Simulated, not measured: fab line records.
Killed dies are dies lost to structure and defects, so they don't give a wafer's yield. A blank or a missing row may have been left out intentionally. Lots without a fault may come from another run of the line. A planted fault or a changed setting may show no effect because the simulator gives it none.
Comparing a struck lot with a sound one / flow n5 finfet / 16 out of 1938 route steps
Sound: the wafers L156.3, L156.5, L156.6. Struck: wafer L166.3 (L166.4, L166.6, from the same lot, were not struck and are left out); the cause is given at the end.
Each step with rows lists, per side, the tool, then ch with its chambers, then its first start. Under that, the readings that differ: sound wafers / struck wafers / difference of the means / sigmas: that difference in standard deviations of wafers without a fault.
alike: readings whose means differ by less than 2 such deviations, and words and numbers that are the same on both sides. not compared: withheld readings, readings that some wafer has no value for, bounds like >300 that may hide the same value, and numbers for which the record gives no deviation and whose values overlap.
A row with sigmas, a row that says differs or no value, or rows on one side alone: a step with any of these is where the two part. When numbers do not overlap yet have no deviation, they are printed without sigmas and do not part them. Lack of a reading on every wafer of one side parts them only where that side has two or more wafers.

N5_BEOL_M1_SPUTTER_48: material Cu, target thk 4.5 nm, time 8.29 s.
  sound on pvd sputter-02 at day 7 12:20; struck on pvd sputter-03 at day 9 23:13
reading=chamber pressure pa (Pa); sound=0.07006 0.07026 0.07005; struck=0.07061; difference=+0.00049; sigmas=+3
  alike: throttle valve pct
N5_BEOL_M1_ANNEAL_49: time 240 s.
  sound on pvd sputter-02 at day 7 12:25; struck on pvd sputter-03 at day 9 23:18
  alike: heater power w, susceptor_temp_C_max
N5_BEOL_M1_SPUTTER_79: material Cu, target thk 4.5 nm, time 8.29 s.
  sound on pvd sputter-02 at day 7 12:33; struck on pvd sputter-03 at day 9 23:26
  alike: chamber pressure pa, throttle valve pct
then, 5 steps without rows for these wafers: N5_BEOL_M1_ANNEAL_80 (time 240 s); N5_BEOL_M1_SPUTTER_81 (material Cu, target thk 4.5 nm, time 8.29 s); N5_BEOL_M1_ANNEAL_82 (time 240 s); N5_BEOL_M1_SPUTTER_86 (material Cu, target thk 4.5 nm, time 8.29 s); N5_BEOL_M1_ANNEAL_87 (time 240 s).
N5_BEOL_M1_SPUTTER_88: material Cu, target thk 4.5 nm, time 8.29 s.
  sound on pvd sputter-02 at day 7 13:13; struck on pvd sputter-03 at day 10 00:06
  alike: chamber pressure pa, throttle valve pct
then, 3 steps without rows for these wafers: N5_BEOL_M1_ANNEAL_89 (time 240 s); N5_BEOL_M1_SPUTTER_90 (material Cu, target thk 4.5 nm, time 8.29 s); N5_BEOL_M1_ANNEAL_91 (time 240 s).
N5_BEOL_M1_SPUTTER_92: material Cu, target thk 4.5 nm, time 8.29 s.
  sound on pvd sputter-02 at day 7 13:39; struck on pvd sputter-03 at day 10 00:32
reading=chamber pressure pa (Pa); sound=0.07006 0.07005 0.07024; struck=0.08381; difference=+0.01369; sigmas=+99 or more
reading=throttle valve pct (%); sound=30.0 30.2 30.0; struck=27.4; difference=-2.7; sigmas=-3
N5_BEOL_M1_ANNEAL_93: time 240 s.
  sound on pvd sputter-02 at day 7 13:44; struck on pvd sputter-03 at day 10 00:37
  alike: heater power w, susceptor_temp_C_max
-- here the record skips 3 days between the struck wafers' starts before and after, leaving off in module BEOL_M1 and picking up in module BEOL_M4 (first step shown: number 1111 of the route) --
N5_BEOL_M4_RC_MEAS_101:
  sound on prober-01 ch 0, day 9 02:13; struck on prober-01 ch 0, day 12 17:08
  alike: DIBL_N, DIBL_P, IOFF_N, IOFF_P, ION_N, ION_P, SS_N, SS_P, VT_N, VT_P
-- here the record skips 4 days between the struck wafers' starts before and after, leaving off in module BEOL_M4 and picking up in module PASSIVATION (first step shown: number 1936 of the route) --
N5_PASSIVATION_PROBE_49:
  sound on prober-01 at day 14 01:05; struck on prober-01 at day 17 02:46
reading=defect limited yield (%); sound=91.4 93.1 90.9; struck=88.1; difference=-3.7; sigmas=-3
reading=killed dies; sound=101 81 107; struck=141; difference=+45; sigmas=+3
reading=killed open; sound=72 54 79; struck=98; difference=+30; sigmas=+2
reading=killed short; sound=27 25 23; struck=41; difference=+16; sigmas=+2
reading=sort_bin_6_memory (%); sound=3.2 2.3 3.1; struck=4.7; difference=+1.8; sigmas=+3
reading=sort n pass; sound=1079 1099 1073; struck=1039; difference=-45; sigmas=-3
reading=sort yield pct (%); sound=91.4 93.1 90.9; struck=88.1; difference=-3.7; sigmas=-3
  alike: killed_at_M0_to_M3, killed_at_M4_up, killed at contacts, killed at front end, killed at other, sort_bin_4_leakage, sort_bin_5_function

## WHERE THEY PART
At N5_BEOL_M1_SPUTTER_48 first; at N5_PASSIVATION_PROBE_49 last (within this record only).

WHY: whatever the simulator had introduced
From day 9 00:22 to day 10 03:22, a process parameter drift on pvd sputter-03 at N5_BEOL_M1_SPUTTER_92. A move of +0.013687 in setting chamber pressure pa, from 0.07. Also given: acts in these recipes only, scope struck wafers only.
